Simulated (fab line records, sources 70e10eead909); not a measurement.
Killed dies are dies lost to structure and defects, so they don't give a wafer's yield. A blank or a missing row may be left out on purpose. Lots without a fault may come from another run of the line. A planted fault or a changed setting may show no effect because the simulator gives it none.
fab line records | flow nand_harc
record lots=6 wafers=18 last_day=26
route steps=1159 shown P_GATE@137 END@1159
lots that met no fault: from a run of the same line without faults
start_h: hours from the record's first day to the start of the lot's first wafer shown | wait_h: hours since the lot's step before | " the same as in the row above | L1.1+2: a row that stands for several wafers | - no value, or no start given | * or withheld: withheld | < > ~ a bound
route shown NAME@n: a module of which the file shows steps, and the number in the route of the first | usual: mean/standard deviation of fault-free wafers | same: alike in all rows | chamber/n: place in a boat | sites: the reading at each site | _std_site: their standard deviation | _edge_site: outer sites' mean less inner sites' | radius_mm: how far each site lies from the wafer's centre | mask NAME#n: copy n | behind: the tool/chamber that last shaped the wafer | hold: why the lot was held/for how many hours/how that ended | device: the transistor (n, p or np) that didn't switch | end of line: the same wafers' tests at the end of the route | a step without rows: its recipe alone | killed: dies lost to structure and defects at the first sort, not the wafer's yield | map: a wafer's dies, x killed, . not, _ none there
set.NAME: the setting as run; set.NAME@STEP: as run at that earlier step | model.NAME: the simulator's own value behind a step, which no gauge read
lots at some steps of the route; a table a step, a row a wafer
services: from which hour (start_h, from the record's first day; less than 0 if before it) a tool's chamber was out of use, for how many hours, and why
## steps
# step NHARC_P_GATE_EBR_22
# step NHARC_P_GATE_EXPOSE_23
# recipe na=1.35 target_cd_nm=120 dose_mj=93.91 mask_id=P_GATE
# step NHARC_P_GATE_PEB_24
# recipe peb_temp_c=100 peb_time_s=65
# step NHARC_P_GATE_DEVELOP_25
# recipe develop_time_s=35 dev_temp_c=23
# step NHARC_P_GATE_CD_MEAS_26
# recipe target_cd_nm=120 landing_energy_ev=500
# usual cd_nm=119.9/0.57
# same landing_energy_ev=500
# columns lot.wafer tool chamber start_h wait_h cd_nm
L795.3 cd_sem-01 0 119.05 - 119.7
L795.4 " 0 " " 119.8
L795.5 " 0 " " 120.1
L801.1 cd_sem-01 0 181.99 - 120.8
L801.2 " 0 " " 119.5
L801.6 " 0 " " 120.1
L803.1 cd_sem-01 0 182.75 - 119.8
L803.4 " 0 " " 119.5
L803.6 " 0 " " 120.0
L806.3 cd_sem-02 0 195.83 - 120.5
L806.4 " 0 " " 121.2
L806.6 " 0 " " 120.2
L809.1 cd_sem-01 0 209.55 - 120.6
L809.2 " 0 " " 120.8
L809.5 " 0 " " 120.6
L813.1 cd_sem-02 0 226.20 - 119.3
L813.4 " 0 " " 119.0
L813.6 " 0 " " 118.9
# step NHARC_P_GATE_OVL_MEAS_27
# usual overlay_x_nm=0.1/0.78 overlay_y_nm=0.0/0.84
# columns lot.wafer tool chamber start_h wait_h overlay_x_nm overlay_y_nm
L795.3 overlay-02 - 119.14 - -0.2 -0.7
L795.4 " - " " -0.7 -0.7
L795.5 " - " " -0.6 -0.9
L801.1 overlay-02 - 182.08 - -0.1 -0.1
L801.2 " - " " 0.0 -0.1
L801.6 " - " " 0.2 -0.5
L803.1 overlay-01 - 182.84 - 1.6 -0.1
L803.4 " - " " 1.1 -0.5
L803.6 " - " " 0.9 0.1
L806.3 overlay-01 - 195.92 - 0.7 1.1
L806.4 " - " " 1.1 0.7
L806.6 " - " " 0.7 1.0
L809.1 overlay-01 - 209.64 - 1.5 -1.0
L809.2 " - " " 1.3 -0.7
L809.5 " - " " 1.0 -0.6
L813.1 overlay-02 - 226.29 - 0.6 -0.4
L813.4 " - " " 0.8 -0.7
L813.6 " - " " 0.4 -0.5
# step NHARC_P_GATE_INSPECT_28
# usual raw_defect_count=6/3.7
# columns lot.wafer tool chamber start_h wait_h raw_defect_count
L795.3 defect_inspect-02 - 119.17 0.0 9
L795.4 " - " " 13
L795.5 " - " " 21
L801.1 defect_inspect-01 - 182.12 0.0 6
L801.2 " - " " 1
L801.6 " - " " 4
L803.1 defect_inspect-01 - 182.87 0.0 8
L803.4 " - " " 5
L803.6 " - " " 4
L806.3 defect_inspect-02 - 195.95 0.0 6
L806.4 " - " " 7
L806.6 " - " " 4
L809.1 defect_inspect-02 - 209.68 0.0 10
L809.2 " - " " 5
L809.5 " - " " 7
L813.1 defect_inspect-02 - 226.33 0.0 5
L813.4 " - " " 8
L813.6 " - " " 11
# step NHARC_P_GATE_DESCUM_31
# recipe time_s=3 o2_flow_sccm=200 ar_flow_sccm=0 bias_power_w=0 chemistry=O2
# usual drypump_motor_current_A=5.6/0.48 mfc_ar_sccm=0.012/0.015 oes_product_au=1.005/0.0097 rf_vpp_V=57.6/0.86 showerhead_plenum_p_Torr=1.89/0.09 throttle_valve_pct=11.312/0.0092
# columns lot.wafer tool chamber start_h wait_h drypump_motor_current_A mfc_ar_sccm oes_product_au rf_hours_counter_h rf_vpp_V showerhead_plenum_p_Torr throttle_valve_pct
L795.4 rie_diel-13 2 119.23 0.1 6.2 0.007 1.015 2 56.3 1.78 11.313
L795.3 " 3 " " 5.6 0 1.010 2 57.5 2.00 11.313
L795.5 " 3 " " 5.6 0 1.019 - 58.6 2.00 11.301
L801.2 rie_diel-13 3 182.18 0.1 5.6 0 1.000 12 58.5 2.00 11.311
L801.1 " 2 " " 6.2 0.007 1.027 12 55.3 1.78 11.312
L801.6 " 0 " " 5.1 0.043 1.002 - 56.3 1.82 11.317
L803.1 rie_diel-13 3 182.94 0.1 5.6 0 1.005 12 57.2 2.00 11.297
L803.4 " 0 " " 5.1 0.043 1.008 12 58.0 1.82 11.309
L803.6 " 2 " " 6.3 0.007 1.025 - 57.4 1.78 11.320
L806.3 rie_diel-13 2 196.39 0.4 6.2 0.007 1.009 14 57.5 1.78 11.307
L806.4 " 0 " " 5.1 0.043 1.011 14 58.0 1.82 11.315
L806.6 " 3 " " 5.6 0 1.006 - 58.3 2.00 11.310
L809.2 rie_diel-08 1 209.74 0.1 5.4 0 1.005 27 57.1 1.98 11.297
L809.1 " 2 " " 4.8 0 0.996 27 57.8 2.03 11.306
L809.5 " 1 " " 5.4 0 0.999 - 57.4 1.98 11.309
L813.1 rie_diel-13 3 226.39 0.1 5.6 0 1.006 18 60.1 2.00 11.319
L813.4 " 0 " " 5.1 0.043 1.001 17 57.3 1.82 11.303
L813.6 " 0 " " 5.1 0.043 1.010 - 57.7 1.82 11.317
# step NHARC_P_GATE_ETCH_104
# recipe target_depth_a=600 time_s=withheld cf4_flow_sccm=100 chf3_flow_sccm=30 ar_flow_sccm=0 rf_w=500 bias_w=200 chemistry=CF4/CHF3
# usual drypump_motor_current_A=5.6/0.49 mfc_ar_sccm=0.014/0.016 oes_product_au=0.948/0.021 rf_vpp_V=369.9/2.4 showerhead_plenum_p_Torr=1.55/0.067 throttle_valve_pct=16.804/0.0086
# columns lot.wafer tool chamber start_h wait_h drypump_motor_current_A mfc_ar_sccm oes_product_au rf_vpp_V showerhead_plenum_p_Torr throttle_valve_pct
L795.3 rie_diel-13 3 119.32 0.1 5.6 0 0.967 373.1 1.64 16.804
L795.4 " 0 " " 5.1 0.043 0.986 367.6 1.51 16.806
L795.5 " 1 " " 6.1 0.007 0.970 372.1 1.60 16.806
L801.2 rie_diel-13 3 182.26 0.1 5.6 0 0.929 374.2 1.64 16.802
L801.1 " 2 " " 6.2 0.007 0.947 367.0 1.47 16.803
L801.6 " 0 " " 5.1 0.043 0.918 368.4 1.50 16.804
L803.4 rie_diel-13 3 183.09 0.1 5.6 0 0.933 372.3 1.64 16.815
L803.1 " 0 " " 5.1 0.043 0.936 367.4 1.50 16.804
L803.6 " 3 " " 5.6 0 0.937 373.3 1.64 16.810
L806.4 rie_diel-13 1 196.66 0.3 6.0 0.007 0.930 370.9 1.60 16.820
L806.3 " 2 " " 6.2 0.007 0.946 366.1 1.47 16.798
L806.6 " 2 " " 6.2 0.007 0.948 367.0 1.47 16.797
L809.2 rie_diel-08 2 209.84 0.1 4.8 0 0.952 371.8 1.66 16.814
L809.1 " 1 " " 5.3 0 0.957 372.1 1.63 16.778
L809.5 " 2 " " 4.9 0 0.959 373.1 1.66 16.796
L813.4 rie_diel-13 2 226.47 0.1 6.2 0.007 1.009 366.4 1.46 16.813
L813.1 " 0 " " 5.1 0.043 0.957 368.5 1.50 16.798
L813.6 " 3 " " 5.6 0 0.966 370.9 1.64 16.783
# step NHARC_P_GATE_HM_OPEN_105
# recipe target_depth_a=3600 o2_flow_sccm=400 cos_flow_sccm=20 ar_flow_sccm=0 rf_w=500 bias_w=300 chemistry=O2/COS
# usual drypump_motor_current_A=5.6/0.48 mfc_ar_sccm=0.013/0.016 oes_product_au=1.004/0.01 rf_vpp_V=466.3/3 showerhead_plenum_p_Torr=3.08/0.14 throttle_valve_pct=28.330/0.01
# columns lot.wafer tool chamber start_h wait_h drypump_motor_current_A mfc_ar_sccm oes_product_au rf_hours_counter_h rf_vpp_V showerhead_plenum_p_Torr throttle_valve_pct
L795.4 rie_diel-13 0 - - 5.1 0.043 0.993 2 465.5 2.99 28.328
L795.3 " 1 " " 6.0 0.007 0.998 2 467.9 3.18 28.332
L795.5 " 0 " " 5.1 0.043 0.995 - 463.7 2.99 28.323
L801.1 rie_diel-13 2 - - 6.2 0.007 1.022 12 461.2 2.91 28.329
L801.2 " 0 " " 5.1 0.043 1.008 12 464.9 2.98 28.334
L801.6 " 2 " " 6.2 0.007 1.025 - 460.9 2.91 28.318
L803.4 rie_diel-13 2 - - 6.2 0.007 1.020 12 461.8 2.91 28.354
L803.1 " 3 " " 5.6 0 1.006 13 468.5 3.26 28.313
L803.6 " 1 " " 6.1 0.007 1.004 - 467.1 3.17 28.338
L806.4 rie_diel-13 2 - - 6.2 0.007 1.010 14 462.1 2.91 28.338
L806.3 " 3 " " 5.6 0 1.015 14 470.7 3.25 28.339
L806.6 " 2 " " 6.2 0.007 1.026 - 461.1 2.91 28.341
L809.2 rie_diel-08 3 - - 5.1 0.033 0.999 27 464.8 3.03 28.329
L809.1 " 2 " " 4.8 0 1.002 28 470.0 3.30 28.335
L809.5 " 3 " " 5.1 0.033 0.992 - 465.2 3.03 28.320
L813.4 rie_diel-13 2 - - 6.2 0.007 1.023 18 462.8 2.91 28.314
L813.1 " 0 " " 5.1 0.043 1.007 17 465.4 2.98 28.337
L813.6 " 3 " " 5.6 0 1.003 - 469.6 3.25 28.338
# step NHARC_P_GATE_STRIP_106
# recipe o2_flow_sccm=400 cos_flow_sccm=20 ar_flow_sccm=0 bias_w=0 chemistry=O2/COS
# step NHARC_P_GATE_ETCH_114
# recipe target_depth_a=300 overetch_a=30 time_s=16.5 ion_energy_ev=100 cf4_flow_sccm=80 o2_flow_sccm=20 ar_flow_sccm=0 rf_w=300 bias_w=100 chemistry=CF4/O2
# usual drypump_motor_current_A=5.6/0.48 mfc_ar_sccm=0.013/0.015 oes_product_au=1.003/0.01 rf_vpp_V=197.3/1.5 showerhead_plenum_p_Torr=1.31/0.061 throttle_valve_pct=13.397/0.0086
# columns lot.wafer tool chamber start_h wait_h drypump_motor_current_A mfc_ar_sccm oes_product_au rf_hours_counter_h rf_vpp_V showerhead_plenum_p_Torr throttle_valve_pct
L795.4 rie_diel-13 0 - - 5.1 0.043 1.010 2 196.3 1.28 13.392
L795.3 " 1 " " 6.1 0.007 1.003 2 199.4 1.36 13.405
L795.5 " 3 " " 5.6 0 1.011 - 199.0 1.40 13.402
L801.2 rie_diel-13 2 - - 6.2 0.007 1.023 12 196.1 1.24 13.393
L801.1 " 1 " " 6.0 0.007 1.002 12 198.5 1.36 13.382
L801.6 " 3 " " 5.6 0 1.001 - 197.9 1.39 13.386
L803.4 rie_diel-13 0 - - 5.1 0.043 1.014 12 196.3 1.27 13.403
L803.1 " 1 " " 6.0 0.007 1.006 12 198.3 1.36 13.400
L803.6 " 2 " " 6.3 0.007 1.019 - 196.7 1.24 13.390
L806.4 rie_diel-13 2 - - 6.3 0.007 1.022 14 196.4 1.24 13.401
L806.3 " 3 " " 5.6 0 1.000 14 199.0 1.39 13.390
L806.6 " 1 " " 6.0 0.007 1.002 - 197.7 1.36 13.395
L809.1 rie_diel-08 2 - - 4.9 0 0.983 28 199.3 1.41 13.396
L809.2 " 3 " " 5.1 0.033 0.985 28 197.8 1.29 13.412
L809.5 " 2 " " 4.9 0 0.992 - 199.6 1.41 13.396
L813.1 rie_diel-13 1 - - 6.1 0.007 0.994 18 198.2 1.36 13.400
L813.4 " 2 " " 6.2 0.007 1.032 18 195.9 1.24 13.385
L813.6 " 1 " " 6.1 0.007 0.999 - 198.3 1.36 13.392
# step NHARC_P_GATE_ETCH_32
# recipe target_depth_a=1500 over_etch_frac=1 over_etch_ion_energy_ev=40 time_s=100.1 hbr_flow_sccm=150 cl2_flow_sccm=50 rf_w=400 icp_w=400 bias_w=100 chemistry=HBr/Cl2
# usual drypump_motor_current_A=5.4/0.41 mfc_cl2_sccm=50.02/0.17 oes_product_au=1.000/0.011 throttle_valve_pct=26.406/0.0094
# columns lot.wafer tool chamber start_h wait_h drypump_motor_current_A mfc_cl2_sccm oes_product_au rf_hours_counter_h throttle_valve_pct
L795.3 rie_si-02 0 119.71 - 6.1 50.04 0.993 0.8 26.406
L795.4 " 1 " " 6.1 49.94 1.010 0.8 26.408
L795.5 " 0 " " 6.1 50.07 0.986 - 26.415
L801.1 rie_si-04 0 182.67 - 4.6 50.32 0.993 0.9 26.392
L801.2 " 1 " " 5.3 49.96 1.016 0.9 26.406
L801.6 " 3 " " 5.6 50.00 0.985 - 26.405
L803.4 rie_si-04 2 183.47 - 5.4 25.15 0.987 0.6 24.902
L803.1 " 3 " " 5.6 24.99 1.000 0.9 24.889
L803.6 " 2 " " 5.4 25.25 0.992 - 24.893
L806.4 rie_si-04 1 197.34 - 5.3 25.15 1.011 1.1 24.914
L806.3 " 2 " " 5.5 25.06 0.981 0.8 24.902
L806.6 " 3 " " 5.6 25.11 0.986 - 24.908
L809.2 rie_si-02 0 210.44 - 6.1 49.88 0.989 1.6 26.408
L809.1 " 2 " " 5.3 50.05 0.996 1.7 26.394
L809.5 " 3 " " 4.7 50.02 1.006 - 26.408
L813.1 rie_si-02 0 226.89 - 6.1 49.85 1.004 0.0 26.412
L813.4 " 1 " " 6.1 49.77 0.997 0.0 26.414
L813.6 " 2 " " 5.3 49.78 0.995 - 26.406
# step NHARC_P_GATE_STRIP_108
# recipe o2_flow_sccm=500 ar_flow_sccm=0 bias_w=0 chemistry=O2
# usual drypump_motor_current_A=5.6/0.49 mfc_ar_sccm=0.014/0.015 oes_product_au=1.003/0.01 rf_vpp_V=57.8/0.91 showerhead_plenum_p_Torr=3.49/0.15 throttle_valve_pct=17.035/0.0087
# columns lot.wafer tool chamber start_h wait_h drypump_motor_current_A mfc_ar_sccm oes_product_au rf_hours_counter_h rf_vpp_V showerhead_plenum_p_Torr throttle_valve_pct
L795.4 rie_diel-08 0 119.85 - 5.8 0.015 1.000 58 57.5 3.30 17.038
L795.3 " 3 " " 5.1 0.033 1.006 56 58.3 3.44 17.039
L795.5 " 1 " " 5.4 0 0.997 - 57.9 3.66 17.019
L801.2 rie_diel-13 3 182.84 - 5.6 0 1.006 12 57.3 3.68 17.035
L801.1 " 0 " " 5.1 0.043 1.005 12 57.1 3.37 17.021
L801.6 " 1 " " 6.0 0.007 1.006 - 59.1 3.59 17.042
L803.4 rie_diel-13 2 183.63 - 6.2 0.007 1.024 12 58.1 3.29 17.031
L803.1 " 1 " " 6.1 0.007 1.007 12 58.2 3.59 17.034
L803.6 " 2 " " 6.2 0.007 1.024 - 57.4 3.29 17.032
L806.3 rie_diel-13 0 197.51 - 5.1 0.043 1.006 14 56.3 3.37 17.028
L806.4 " 1 " " 6.0 0.007 1.011 14 56.5 3.58 17.027
L806.6 " 2 " " 6.2 0.007 1.020 - 56.3 3.29 17.040
L809.1 rie_diel-11 1 210.59 - 6.4 0.032 0.987 2 57.4 3.47 17.045
L809.2 " 0 " " 5.9 0.020 0.985 2 56.2 3.33 17.043
L809.5 " 2 " " 6.1 0 0.992 - 58.4 3.51 17.024
L813.1 rie_diel-13 3 227.05 - 5.6 0 1.004 18 59.0 3.67 17.038
L813.4 " 0 " " 5.1 0.043 1.005 17 56.4 3.37 17.032
L813.6 " 2 " " 6.2 0.007 1.022 - 55.2 3.29 17.028
# step NHARC_END_SORT_01
# recipe temp_c=25
# usual killed_at_array=27/12 killed_at_other=0.5/0.9 killed_at_periphery=3.7/2.7 killed_dies=31/12 killed_open=3.3/2 killed_short=2.0/1.4
# same gross_dies=677
# columns lot.wafer tool chamber start_h wait_h killed_at_array killed_at_other killed_at_periphery killed_dies killed_open killed_short
L795.3 prober-02 0 497.46 3.1 32 3 4 39 2 1
L795.4 prober-02 0 498.25 3.4 21 1 7 29 4 4
L795.5 prober-02 0 499.04 3.7 33 1 6 40 2 1
L803.1 prober-01 0 570.87 2.5 34 0 0 34 4 1
L803.4 prober-01 0 573.23 3.4 27 2 6 35 3 3
L803.6 prober-01 0 574.80 3.9 30 0 2 32 4 1
L809.1 prober-01 0 594.17 2.5 36 3 2 41 6 1
L809.2 prober-01 0 594.96 2.8 21 1 1 23 2 1
L809.5 prober-01 0 597.32 3.7 27 2 2 31 5 2
L806.3 prober-02 0 595.74 3.1 36 0 2 38 3 2
L806.4 prober-02 0 596.56 3.4 34 0 6 40 2 1
L806.6 prober-02 0 598.18 4.1 29 1 2 32 1 4
L813.1 prober-02 0 609.83 2.5 34 0 3 37 5 0
L813.4 prober-02 0 612.26 3.4 36 0 5 41 6 2
L813.6 prober-02 0 613.87 4.0 39 0 4 43 3 4
# killed by level:class
L795.3 A_SLIT:chamber_film_flake=13 A_ZERO_WELL:chamber_film_flake=4 A_CHANNEL_HOLE_D1:chamber_film_flake=4 A_STAIRCASE:chamber_film_flake=3 A_CONTACT:chamber_film_flake=3 THIN_TSV:chamber_film_flake=3 P_M0:chamber_film_flake=2 A_WL_FILL:geometric_particle:open=1
L795.4 A_SLIT:chamber_film_flake=8 A_CHANNEL_HOLE_D1:chamber_film_flake=3 A_CONTACT:chamber_film_flake=3 A_CHANNEL_HOLE_D1:geometric_particle:short=2 P_STI:chamber_film_flake=2 P_CONTACT:geometric_particle:open=1 P_M0:geometric_particle:short=1 P_M1:geometric_particle:open=1
L795.5 A_SLIT:chamber_film_flake=13 A_STAIRCASE:chamber_film_flake=6 P_ZERO_WELL:chamber_film_flake=3 P_STI:chamber_film_flake=3 A_ZERO_WELL:chamber_film_flake=3 A_CHANNEL_HOLE_D1:chamber_film_flake=3 A_CONTACT:chamber_film_flake=3 A_ONON_D1:geometric_particle:short=1
L803.1 A_CHANNEL_HOLE_D1:chamber_film_flake=19 A_M0:chamber_film_flake=3 A_CHANNEL_FILL_D1:chamber_film_flake=2 A_CONTACT:chamber_film_flake=2 A_SOURCE_PLATE:geometric_particle:open=1 A_SGD_CUT:geometric_particle:open=1 A_SGD_CUT:geometric_particle:short=1 A_CONTACT:geometric_particle:open=1
L803.4 A_CHANNEL_HOLE_D1:chamber_film_flake=18 P_M1:chamber_film_flake=4 A_M0:chamber_film_flake=3 A_WL_FILL:geometric_particle:short=2 P_CONTACT:geometric_particle:open=1 P_M0:geometric_particle:open=1 A_BONDPAD:geometric_particle:short=1 STARTING-WAFER:geometric_particle:open=1
L803.6 A_CHANNEL_HOLE_D1:chamber_film_flake=22 A_CONTACT:geometric_particle:open=2 A_STAIRCASE:chamber_film_flake=2 P_GATE:geometric_particle:open=1 A_WL_FILL:geometric_particle:short=1 A_BLC:geometric_particle:open=1 P_M1:chamber_film_flake=1 A_CHANNEL_FILL_D1:chamber_film_flake=1
L809.1 A_SLIT:chamber_film_flake=21 A_CHANNEL_HOLE_D1:chamber_film_flake=4 A_CONTACT:geometric_particle:open=3 A_CONTACT:chamber_film_flake=3 THIN_TSV:chamber_film_flake=3 A_M0:chamber_film_flake=2 P_CONTACT:geometric_particle:open=1 P_M0:geometric_particle:open=1
L809.2 A_SLIT:chamber_film_flake=10 A_CHANNEL_HOLE_D1:chamber_film_flake=8 A_STAIRCASE:chamber_film_flake=2 P_M1:geometric_particle:short=1 A_CONTACT:geometric_particle:open=1 STARTING-WAFER:geometric_particle:open=1
L806.3 A_CHANNEL_HOLE_D1:chamber_film_flake=21 A_CONTACT:chamber_film_flake=4 A_WL_FILL:chamber_film_flake=3 A_STAIRCASE:chamber_film_flake=2 P_M0:geometric_particle:open=1 A_SGD_CUT:geometric_particle:open=1 A_SGD_CUT:geometric_particle:short=1 A_WL_FILL:geometric_particle:short=1
L806.4 A_CHANNEL_HOLE_D1:chamber_film_flake=21 P_M1:chamber_film_flake=5 A_STAIRCASE:chamber_film_flake=4 A_CONTACT:chamber_film_flake=4 A_WL_FILL:chamber_film_flake=3 P_GATE:geometric_particle:open=1 A_CHANNEL_HOLE_D1:geometric_particle:short=1 A_SLIT:geometric_particle:open=1
L809.5 A_SLIT:chamber_film_flake=16 A_CHANNEL_HOLE_D1:chamber_film_flake=4 A_CONTACT:geometric_particle:open=3 A_WL_FILL:geometric_particle:short=2 A_ZERO_WELL:chamber_film_flake=2 THIN_TSV:chamber_film_flake=2 P_GATE:geometric_particle:open=1 P_CONTACT:geometric_particle:open=1
L806.6 A_CHANNEL_HOLE_D1:chamber_film_flake=21 A_ONON_D1:geometric_particle:short=2 A_CONTACT:geometric_particle:short=2 P_M1:chamber_film_flake=2 A_WL_FILL:chamber_film_flake=2 A_WL_FILL:geometric_particle:open=1 A_CONTACT:chamber_film_flake=1 THIN_TSV:chamber_film_flake=1
L813.1 A_SLIT:chamber_film_flake=16 A_CHANNEL_HOLE_D1:chamber_film_flake=11 A_STAIRCASE:chamber_film_flake=3 P_CONTACT:geometric_particle:open=1 A_WL_FILL:geometric_particle:open=1 A_CONTACT:geometric_particle:open=1 A_BLC:geometric_particle:open=1 A_M0:geometric_particle:open=1
L813.4 A_SLIT:chamber_film_flake=12 A_CHANNEL_HOLE_D1:chamber_film_flake=11 A_STAIRCASE:chamber_film_flake=4 P_STI:chamber_film_flake=3 A_SGD_CUT:geometric_particle:open=2 A_SGD_CUT:geometric_particle:short=2 A_CONTACT:chamber_film_flake=2 P_M2:geometric_particle:open=1
L813.6 A_SLIT:chamber_film_flake=22 A_CHANNEL_HOLE_D1:chamber_film_flake=9 P_M0:geometric_particle:open=2 A_BLC:geometric_particle:short=2 A_CONTACT:chamber_film_flake=2 A_SOURCE_PLATE:geometric_particle:short=1 A_ONON_D1:geometric_particle:short=1 P_M1:chamber_film_flake=1
## services
# columns tool chamber start_h hours kind
rie_si-04 - 99.00 9.0 pm
rie_diel-13 - 99.06 9.0 pm
rie_diel-13 0 99.06 9.0 vent_cycle
rie_diel-13 1 99.06 9.0 vent_cycle
rie_diel-13 2 99.06 9.0 vent_cycle
rie_diel-13 3 99.06 9.0 vent_cycle
rie_diel-13 0 108.06 - clean
rie_diel-13 1 108.06 - clean
rie_diel-13 2 108.06 - clean
rie_diel-13 3 108.06 - clean
rie_diel-08 - 124.80 9.0 pm
rie_diel-13 0 132.56 - clean
rie_diel-13 1 132.56 - clean
rie_diel-13 2 132.56 - clean
rie_diel-13 3 132.56 - clean
rie_si-04 2 134.61 17.2 repair
rie_diel-08 2 146.82 5.8 repair
rie_diel-08 3 149.11 11.9 repair
rie_diel-13 0 157.06 - clean
rie_diel-13 1 157.06 - clean
rie_diel-11 - 190.89 9.0 pm
rie_diel-08 0 199.78 14.0 repair
rie_si-02 - 211.00 9.0 pm
rie_diel-13 0 220.03 3.6 repair
## key
first_sign step=NHARC_P_GATE_ETCH_32 reading=throttle_valve_pct direction=down sigmas=99+ usual=26.406 struck=24.901
effect step=NHARC_P_GATE_ETCH_32 reading=mfc_cl2_sccm direction=down sigmas=99+ usual=50.02 struck=25.12
met_at NHARC_P_GATE_ETCH_32
struck_wafers L803.1,L803.4,L803.6,L806.3,L806.4,L806.6
tester_left_out L803,L806
onset_between 182.67 183.47
fault kind=process_parameter_drift tool=rie_si-04 chamber=- onset_h=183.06 steps=NHARC_P_GATE_ETCH_32 channel=cl2_flow_sccm offset=* shape=step end_h=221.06 acts_in=* stated=*
# tester_left_out: of these lots the tester's yield and bins aren't shown, on N5 and GAA mostly nor the transistor test; their killed dies are dies lost to structure and defects alone, not to doping, threshold or leakage, so they don't give the yield
